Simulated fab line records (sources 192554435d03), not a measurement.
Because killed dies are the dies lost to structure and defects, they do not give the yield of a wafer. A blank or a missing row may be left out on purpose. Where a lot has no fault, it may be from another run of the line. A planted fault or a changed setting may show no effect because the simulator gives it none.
Chamber matching | flow n5Finfet | N5_FIN_SAQP_PECVD_47 on pecvd-01: 3 sister chambers
The step deposits a-Si from SiH4/He, target thk 45 nm, time 36.3 s. 18 wafers are shown with their chamber, then 9 later ones without.

## EACH WAFER AND ITS CHAMBER
wafer  | chamber | showerheadPlenumPTorr (Torr) | heaterPowerW (W) | throttleValvePct (%)
L074.3 | 2       | 5.69                         | 869              | 19.3
L074.4 | 0       | 5.74                         | 797              | 17.1
L074.6 | 0       | 5.73                         | 797              | 17.1
L079.3 | 0       | 5.74                         | 862              | 16.9
L079.4 | 0       | 5.73                         | 893              | 17.3
L079.6 | 2       | 5.69                         | 757              | 17.7
L081.2 | 2       | 5.67                         | 884              | 17.5
L081.3 | 0       | 5.76                         | 785              | 17.3
L081.5 | 2       | 5.70                         | 898              | 17.4
L085.1 | 2       | 5.69                         | 914              | 17.7
L085.2 | 1       | 5.75                         | 950              | 17.1
L085.6 | 1       | 5.75                         | 983              | 17.2
L088.1 | 0       | 5.74                         | 773              | 17.4
L088.2 | 1       | 5.76                         | 947              | 17.3
L088.3 | 0       | 5.76                         | 752              | 17.3
L091.1 | 0       | 5.74                         | 801              | 17.4
L091.2 | 2       | 5.67                         | 876              | 17.6
L091.4 | 1       | 5.76                         | 984              | 17.2

SIGNATURES (averages over the wafers above)
reading               | chamber 0 | chamber 1 | chamber 2 | scatter within a chamber
showerheadPlenumPTorr | 5.7425    | 5.7550    | 5.6850    | 0.011
heaterPowerW          | 807.50    | 966.00    | 866.33    | 46.3
throttleValvePct      | 17.225    | 17.200    | 17.867    | 0.43
Rule: for each reading, subtract the chamber's mean from the wafer's reading, divide by that reading's scatter and square the result; add these up over the readings and take the root, which gives the wafer's distance from the chamber. If the next closest chamber is less than 2 further off than the closest, the wafer can't be placed; otherwise it belongs to the closest. The scatter: take each reading less its chamber's mean, square it, sum over the shown wafers, divide by the number of wafers less the number of chambers, and take the root.

## WAFERS WITH NO CHAMBER GIVEN
wafer  | showerheadPlenumPTorr (Torr) | heaterPowerW (W) | throttleValvePct (%)
L093.1 | 5.73                         | 1003             | 17.4
L093.5 | 5.74                         | 1013             | 17.2
L093.6 | 5.74                         | 895              | 17.4
L095.1 | 5.74                         | 1011             | 17.0
L095.2 | 5.76                         | 917              | 17.5
L095.4 | 5.69                         | 911              | 17.6
L097.2 | 5.68                         | 802              | 17.6
L097.4 | 5.76                         | 1021             | 16.9
L097.5 | 5.67                         | 824              | 17.6

## WHICH CHAMBER EACH WENT THROUGH
wafer  | from the rows above     | in truth
L093.1 | can't be placed: 1 or 0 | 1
L093.5 | 1                       | 1
L093.6 | can't be placed: 0 or 1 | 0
L095.1 | 1                       | 1
L095.2 | can't be placed: 1 or 0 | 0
L095.4 | 2                       | 2
L097.2 | 2                       | 2
L097.4 | 1                       | 1
L097.5 | 2                       | 2
Correct placement for 6 of the 9. Cannot be placed on the basis of these rows: 3; the candidates contain the true chamber in 3. Placed wrongly: 0.
